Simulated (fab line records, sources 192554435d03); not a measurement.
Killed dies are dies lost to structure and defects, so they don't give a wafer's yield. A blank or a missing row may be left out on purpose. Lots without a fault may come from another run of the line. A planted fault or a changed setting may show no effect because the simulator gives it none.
Which tool did it? | flow n5_finfet | 7 lots, 20 wafers sampled, at 8 steps of a route of 1938

WHAT THE GAUGES READ, wafer by wafer
N5_BEOL_M13_OCD_MEAS_35. Usual: trench_depth_nm 413 nm, standard deviation 7.
lot  | measured     | on     | trench_depth_nm (nm) | flag
L958 | day 11 15:43 | ocd-02 | 425 406 406          |
L960 | day 12 02:43 | ocd-01 | 413 417 413          |
L968 | day 13 18:25 | ocd-01 | 408 416 407          |
L970 | day 15 00:24 | ocd-01 | 424 408 406          |
L973 | day 15 06:08 | ocd-01 | 411 409 424          |
L979 | day 17 03:40 | ocd-02 | 576 563              | OFF
L981 | day 17 10:25 | ocd-01 | 404 408 413          |

N5_BEOL_M13_THK_MEAS_50: measures by xrf. Usual: M13_THK 406 nm, standard deviation 7.5.
lot  | measured     | on            | M13_THK (nm) | flag
L958 | day 11 18:04 | film_metro-01 | 418 396 398  |
L960 | day 12 06:32 | film_metro-01 | 407 409 406  |
L968 | day 13 21:23 | film_metro-01 | 402 411 402  |
L970 | day 15 03:24 | film_metro-01 | 413 401 398  |
L973 | day 15 09:40 | film_metro-02 | 404 401 414  |
L979 | day 17 06:37 | film_metro-01 | 561 545      | OFF
L981 | day 17 16:08 | film_metro-01 | 392 401 403  |

N5_BEOL_M13_RS_MEAS_54: measures by four-point-probe. Usual: M13_RS 0.0450 ohm/sq, standard deviation 0.00078.
lot  | measured     | on            | M13_RS (ohm/sq)      | flag
L958 | day 11 18:12 | film_metro-01 | 0.0436 0.0460 0.0456 |
L960 | day 12 06:40 | film_metro-01 | 0.0451 0.0447 0.0447 |
L968 | day 13 21:31 | film_metro-02 | 0.0454 0.0444 0.0455 |
L970 | day 15 03:34 | film_metro-02 | 0.0440 0.0455 0.0457 |
L973 | day 15 09:48 | film_metro-01 | 0.0449 0.0456 0.0437 |
L979 | day 17 06:45 | film_metro-01 | 0.0320 0.0328        | OFF
L981 | day 17 16:16 | film_metro-02 | 0.0461 0.0452 0.0449 |

N5_BEOL_M15_RC_MEAS_101. Usual: COMB_M10 1.5e-11 S/m, standard deviation 3.1e-12; COMB_M11 1.5e-11 S/m, standard deviation 3.1e-12; COMB_M12 7e-12 S/m, standard deviation 1.3e-12; COMB_M14 4.1e-12 S/m, standard deviation 7.1e-13; COMB_M14_max_site 5.8e-12 S/m, standard deviation 1.2e-12; COMB_M15 3.2e-12 S/m, standard deviation 5.9e-13; COMB_M15_max_site 4.3e-12 S/m, standard deviation 8.2e-13; COMB_M5 3.7e-11 S/m, standard deviation 7.8e-12; COMB_M6 2.6e-11 S/m, standard deviation 5.1e-12; COMB_M7 2.5e-11 S/m, standard deviation 5.4e-12; COMB_M8 2.7e-11 S/m, standard deviation 5.7e-12; COMB_M9 1.5e-11 S/m, standard deviation 3e-12; SERP_M10 3.07 ohm/um, standard deviation 0.091; SERP_M11 3.10 ohm/um, standard deviation 0.076; SERP_M12 0.632 ohm/um, standard deviation 0.016; SERP_M12_max_site 0.645 ohm/um, standard deviation 0.016; SERP_M13 0.310 ohm/um, standard deviation 0.0062; SERP_M13_max_site 0.313 ohm/um, standard deviation 0.0065; SERP_M14 0.159 ohm/um, standard deviation 0.0051; SERP_M5 38.9 ohm/um, standard deviation 1.7; SERP_M6 13.7 ohm/um, standard deviation 0.57; SERP_M6_max_site 14.3 ohm/um, standard deviation 0.64; SERP_M7 14.0 ohm/um, standard deviation 0.52; SERP_M8 13.6 ohm/um, standard deviation 0.59; SERP_M9 3.08 ohm/um, standard deviation 0.082.
lot  | measured     | on        | COMB_M10 (S/m)          | COMB_M11 (S/m)          | COMB_M12 (S/m)          | COMB_M14 (S/m)          | COMB_M14_max_site (S/m) | COMB_M15 (S/m)          | COMB_M15_max_site (S/m) | COMB_M5 (S/m)           | COMB_M6 (S/m)           | COMB_M7 (S/m)           | COMB_M8 (S/m)           | COMB_M9 (S/m)           | SERP_M10 (ohm/um) | SERP_M11 (ohm/um) | SERP_M12 (ohm/um) | SERP_M12_max_site (ohm/um) | SERP_M13 (ohm/um) | SERP_M13_max_site (ohm/um) | SERP_M14 (ohm/um) | SERP_M5 (ohm/um) | SERP_M6 (ohm/um) | SERP_M6_max_site (ohm/um) | SERP_M7 (ohm/um) | SERP_M8 (ohm/um) | SERP_M9 (ohm/um) | flag
L958 | day 12 08:37 | prober-01 | 1.5e-11 1.4e-11 1.2e-11 | 1.2e-11 1.4e-11 1.4e-11 | 8e-12 9.4e-12 6.2e-12   | 4.3e-12 4.1e-12 3.4e-12 | 5.7e-12 5.2e-12 3.8e-12 | 2.4e-12 3e-12 3e-12     | 3.8e-12 4.1e-12 3.8e-12 | 2.6e-11 4.9e-11 2.6e-11 | 2.6e-11 3.3e-11 2.7e-11 | 3.2e-11 3.2e-11 3.5e-11 | 2.1e-11 2.8e-11 3.3e-11 | 1.3e-11 1.6e-11 1.5e-11 | 2.78 3.03 2.90    | 3.01 3.14 3.04    | 0.625 0.613 0.605 | 0.639 0.629 0.618          | 0.302 0.312 0.315 | 0.305 0.315 0.318          | 0.159 0.163 0.167 | 37.4 39.3 38.2   | 14.2 13.6 14.4   | 14.6 14.2 14.9            | 14.8 14.7 14.9   | 13.2 13.7 12.8   | 3.05 3.09 3.02   |
L960 | day 12 20:21 | prober-01 | 1.5e-11 2.1e-11 1.6e-11 | 1.1e-11 1.5e-11 1e-11   | 7.4e-12 7.3e-12 6.4e-12 | 6.4e-12 4.3e-12 4.3e-12 | 8.9e-12 5.2e-12 5.3e-12 | 2.3e-12 2.6e-12 3.8e-12 | 3.1e-12 3.5e-12 4.8e-12 | 3.1e-11 3.6e-11 4e-11   | 2e-11 1.7e-11 3.1e-11   | 3.1e-11 3.3e-11 2.6e-11 | 2.9e-11 2.4e-11 2.5e-11 | 1.3e-11 1.3e-11 1.2e-11 | 3.12 2.97 2.91    | 3.00 3.10 3.26    | 0.636 0.657 0.661 | 0.652 0.666 0.679          | 0.312 0.300 0.308 | 0.317 0.304 0.312          | 0.164 0.165 0.163 | 40.8 40.5 41.2   | 15.5 13.6 14.0   | 16.3 14.3 14.6            | 13.7 13.5 13.1   | 14.3 13.4 12.8   | 3.16 2.99 3.09   |
L968 | day 14 08:33 | prober-01 | 1e-11 1.1e-11 1.1e-11   | 1.6e-11 1.3e-11 1.3e-11 | 6.4e-12 5.9e-12 8e-12   | 3.5e-12 4.7e-12 4.1e-12 | 5.6e-12 7.3e-12 5e-12   | 3.5e-12 3.1e-12 2.9e-12 | 4.5e-12 3.8e-12 3.5e-12 | 2.7e-11 4.7e-11 3.8e-11 | 2e-11 2.3e-11 2.4e-11   | 2.3e-11 2.4e-11 2.8e-11 | 3e-11 2.5e-11 2.3e-11   | 1.1e-11 1.5e-11 1.6e-11 | 2.99 2.97 3.03    | 3.01 3.07 3.00    | 0.600 0.628 0.630 | 0.611 0.634 0.640          | 0.308 0.298 0.305 | 0.311 0.302 0.309          | 0.155 0.154 0.168 | 40.1 41.2 40.4   | 13.7 14.3 13.5   | 14.2 14.7 14.0            | 14.3 15.1 14.0   | 14.6 14.2 13.0   | 3.17 3.00 3.08   |
L970 | day 15 15:07 | prober-02 | 1.9e-11 1.6e-11 1.5e-11 | 1.5e-11 1.3e-11 2e-11   | 6.5e-12 5.3e-12 4.9e-12 | 5e-12 4.4e-12 4.2e-12   | 6.6e-12 8.6e-12 5.1e-12 | 3.7e-12 2.4e-12 2.7e-12 | 4.6e-12 2.6e-12 3.6e-12 | 3.7e-11 3e-11 2.9e-11   | 2.2e-11 2.1e-11 1.8e-11 | 3e-11 3.3e-11 2.3e-11   | 3.4e-11 2.8e-11 3.4e-11 | 1.5e-11 1.4e-11 2e-11   | 3.27 3.03 3.09    | 3.14 3.15 2.90    | 0.624 0.614 0.637 | 0.635 0.629 0.652          | 0.303 0.313 0.316 | 0.306 0.317 0.319          | 0.157 0.166 0.155 | 41.2 40.0 38.0   | 12.9 13.4 14.5   | 13.9 13.9 15.1            | 14.3 13.3 13.6   | 14.2 14.8 14.1   | 3.00 3.09 3.13   |
L973 | day 15 19:39 | prober-01 | 1.3e-11 1.6e-11 1.2e-11 | 1.5e-11 1.4e-11 1.4e-11 | 7.3e-12 7.4e-12 6.6e-12 | 3.3e-12 3.8e-12 3.8e-12 | 6.6e-12 7e-12 4.9e-12   | 2.4e-12 2.6e-12 2.8e-12 | 3.1e-12 3.2e-12 3.8e-12 | 4.6e-11 4e-11 3.9e-11   | 2e-11 2.7e-11 2.9e-11   | 3.2e-11 4.4e-11 2.4e-11 | 1.8e-11 2.4e-11 3e-11   | 1e-11 1.2e-11 1.4e-11   | 3.15 3.10 3.29    | 3.10 3.09 3.12    | 0.657 0.650 0.641 | 0.668 0.665 0.656          | 0.309 0.312 0.301 | 0.312 0.315 0.303          | 0.167 0.158 0.155 | 38.8 38.5 40.4   | 12.7 14.2 13.0   | 13.1 14.6 13.0            | 14.5 13.8 13.5   | 14.6 13.5 14.3   | 3.11 3.23 3.12   |
L979 | day 17 17:55 | prober-02 | 1.9e-11 1.8e-11         | 1.5e-11 1.9e-11         | 5.1e-12 7.2e-12         | 4.8e-12 4.8e-12         | 8.8e-12 6.6e-12         | 2.8e-12 2.9e-12         | 4.1e-12 4.4e-12         | 3.3e-11 2.7e-11         | 2.1e-11 3.8e-11         | 2.6e-11 2.4e-11         | 2.4e-11 3.2e-11         | 1.4e-11 1.6e-11         | 3.16 3.17         | 3.00 3.09         | 0.667 0.635       | 0.689 0.647                | 0.216 0.225       | 0.219 0.227                | 0.152 0.152       | 37.3 38.6        | 13.5 13.8        | 13.7 14.2                 | 14.6 14.4        | 13.5 12.6        | 3.35 3.27        | OFF
L981 | day 18 06:19 | prober-01 | 1.3e-11 1.7e-11 1.9e-11 | 2.2e-11 2.1e-11 1.6e-11 | 8.7e-12 5.6e-12 5.7e-12 | 3.8e-12 4.9e-12 3.4e-12 | 5e-12 6.5e-12 4e-12     | 3.9e-12 3.5e-12 3.8e-12 | 5.3e-12 4.3e-12 4.5e-12 | 3.1e-11 3.6e-11 4.8e-11 | 2.4e-11 2.8e-11 2.6e-11 | 2.1e-11 3.2e-11 2.3e-11 | 3.5e-11 2.9e-11 2.5e-11 | 1.7e-11 1.6e-11 1.5e-11 | 3.08 3.20 3.18    | 3.07 3.03 3.21    | 0.624 0.637 0.616 | 0.633 0.657 0.628          | 0.316 0.316 0.312 | 0.319 0.319 0.317          | 0.155 0.164 0.164 | 39.2 40.0 40.3   | 13.9 14.5 13.5   | 14.2 15.2 14.2            | 14.6 14.5 13.9   | 13.1 13.1 13.6   | 3.04 3.01 2.99   |

WHICH TOOL RAN EACH LOT (tool, then ch and the chambers of the sampled wafers, then the start)
lot  | N5_BEOL_M13_STRIP_64                 | N5_BEOL_M13_TRENCH_ETCH_34         | N5_BEOL_M13_SPUTTER_44       | N5_BEOL_M13_SPUTTER_45
L958 | plasma_asher-01 ch 0,1, day 11 14:27 | rie_diel-02 ch 0,3, day 11 15:32   | pvd_sputter-03, day 11 16:51 | pvd_sputter-03, day 11 16:56
L960 | plasma_asher-02 ch 0, day 12 01:25   | rie_diel-02 ch 1,2, day 12 02:33   | pvd_sputter-03, day 12 04:56 | pvd_sputter-03, day 12 05:01
L968 | plasma_asher-02 ch 0, day 13 17:16   | rie_diel-02 ch 1,3, day 13 18:14   | pvd_sputter-03, day 13 20:20 | pvd_sputter-03, day 13 20:25
L970 | plasma_asher-02 ch 0,1, day 14 23:16 | rie_diel-02 ch 0,2,3, day 15 00:14 | pvd_sputter-01, day 15 02:27 | pvd_sputter-01, day 15 02:32
L973 | plasma_asher-01 ch 0,1, day 15 04:59 | rie_diel-02 ch 0,1, day 15 05:57   | pvd_sputter-02, day 15 08:43 | pvd_sputter-02, day 15 08:48
L979 | plasma_asher-01 ch 0, day 17 02:32   | rie_diel-02 ch 1,2, day 17 03:29   | pvd_sputter-03, day 17 05:40 | pvd_sputter-03, day 17 05:45
L981 | plasma_asher-02 ch 0,1, day 17 08:44 | rie_diel-04 ch 0,2,3, day 17 10:14 | pvd_sputter-03, day 17 15:11 | pvd_sputter-03, day 17 15:16
- N5_BEOL_M13_STRIP_64: strips in N2/H2.
- N5_BEOL_M13_TRENCH_ETCH_34: etches SiOC in C4F8/O2/Ar, target depth 413.47 nm, time 162.6 s.
- N5_BEOL_M13_SPUTTER_44: material Ta, target thk 10 nm, time 16.13 s.
- N5_BEOL_M13_SPUTTER_45: material Cu, target thk 80 nm, time 13.33 s.

WHAT THE TOOLS THEMSELVES READ (means of the sampled wafers that have a number; where no wafer has one, the mark that the record gives instead)
N5_BEOL_M13_STRIP_64. Usual: drypump_motor_current_A 5.8 A, standard deviation 0.31; heater_power_w 354 W, standard deviation 35; oes_product_au 0.715 a.u., standard deviation 0.0044; strip_time_to_endpoint_s 31.31 s, standard deviation 0.084.
lot  | tool            | drypump_motor_current_A (A) | heater_power_w (W) | oes_product_au (a.u.) | strip_time_to_endpoint_s (s) | flag
L958 | plasma_asher-01 | 5.8                         | 378                | 0.712                 | 31.43                        |
L960 | plasma_asher-02 | 6.3                         | 367                | 0.714                 | 31.15                        |
L968 | plasma_asher-02 | 6.3                         | 369                | 0.716                 | 31.36                        |
L970 | plasma_asher-02 | 5.9                         | 328                | 0.715                 | 31.41                        |
L973 | plasma_asher-01 | 5.6                         | 356                | 0.716                 | 31.25                        |
L979 | plasma_asher-01 | 6.0                         | 402                | 0.712                 | 31.34                        |
L981 | plasma_asher-02 | 6.1                         | 343                | 0.712                 | 31.37                        |

N5_BEOL_M13_TRENCH_ETCH_34. Usual: bias_w 700.1 W, standard deviation 2; drypump_motor_current_A 5.5 A, standard deviation 0.39; oes_product_au 0.80 a.u., standard deviation 0.081; rf_vpp_V 666.6 V, standard deviation 2.5; showerhead_plenum_p_Torr 3.46 Torr, standard deviation 0.082; throttle_valve_pct 24.14 %, standard deviation 0.25.
lot  | tool        | bias_w (W) | drypump_motor_current_A (A) | oes_product_au (a.u.) | rf_vpp_V (V) | showerhead_plenum_p_Torr (Torr) | throttle_valve_pct (%) | flag
L958 | rie_diel-02 | 697.8      | 5.2                         | 0.77                  | 669.8        | 3.56                            | 24.27                  |
L960 | rie_diel-02 | 699.8      | 5.4                         | 0.80                  | 665.5        | 3.41                            | 23.88                  |
L968 | rie_diel-02 | 700.4      | 5.1                         | 0.76                  | 667.9        | 3.51                            | 24.31                  |
L970 | rie_diel-02 | 700.1      | 5.4                         | 0.76                  | 668.7        | 3.50                            | 24.09                  |
L973 | rie_diel-02 | 699.0      | 5.0                         | 0.87                  | 668.3        | 3.51                            | 23.88                  |
L979 | rie_diel-02 | 700.3      | 5.2                         | 0.97                  | 665.5        | 3.41                            | 23.98                  |
L981 | rie_diel-04 | 698.8      | 6.0                         | 0.76                  | 665.9        | 3.44                            | 24.33                  |

N5_BEOL_M13_SPUTTER_44. Usual: throttle_valve_pct 30.2 %, standard deviation 1.3.
lot  | tool           | throttle_valve_pct (%) | flag
L958 | pvd_sputter-03 | 30.0                   |
L960 | pvd_sputter-03 | 29.7                   |
L968 | pvd_sputter-03 | 29.9                   |
L970 | pvd_sputter-01 | 30.0                   |
L973 | pvd_sputter-02 | 30.2                   |
L979 | pvd_sputter-03 | 30.4                   |
L981 | pvd_sputter-03 | 30.6                   |

N5_BEOL_M13_SPUTTER_45. Usual: throttle_valve_pct 30.2 %, standard deviation 1.3.
lot  | tool           | throttle_valve_pct (%) | flag
L958 | pvd_sputter-03 | 30.0                   |
L960 | pvd_sputter-03 | 29.6                   |
L968 | pvd_sputter-03 | 30.0                   |
L970 | pvd_sputter-01 | 30.1                   |
L973 | pvd_sputter-02 | 30.1                   |
L979 | pvd_sputter-03 | 30.5                   |
L981 | pvd_sputter-03 | 30.8                   |

THE ANSWER, worked out from the rows above alone
Rule: a lot is off if the mean of its wafers that have a number lies more than 3 standard deviations from the usual mean. A lot without any number at a reading at which 4 lots or more have one is off too. The other lots that the step has rows for count as sound. The gauges are gone through in route order, then the tools' own readings, and for those a lot's mean is taken as printed above. The first step at which some lot is off is used, and at that step the reading that is off furthest; a lot without a number counts as furthest.
Off: L979, at N5_BEOL_M13_OCD_MEAS_35 (trench_depth_nm).
A tool fits if, at a process step before that reading, it ran every lot that is off, and no sound lot after the first of them. The gauges at N5_BEOL_M13_OCD_MEAS_35 aren't tried: what is off there is off at N5_BEOL_M13_THK_MEAS_50 too, on other tools, and a gauge's error can't cause that. Can't be told from this: 2 tools fit, plasma_asher-01 at N5_BEOL_M13_STRIP_64, rie_diel-02 at N5_BEOL_M13_TRENCH_ETCH_34.

WHAT THE SIMULATOR HAD PUT IN
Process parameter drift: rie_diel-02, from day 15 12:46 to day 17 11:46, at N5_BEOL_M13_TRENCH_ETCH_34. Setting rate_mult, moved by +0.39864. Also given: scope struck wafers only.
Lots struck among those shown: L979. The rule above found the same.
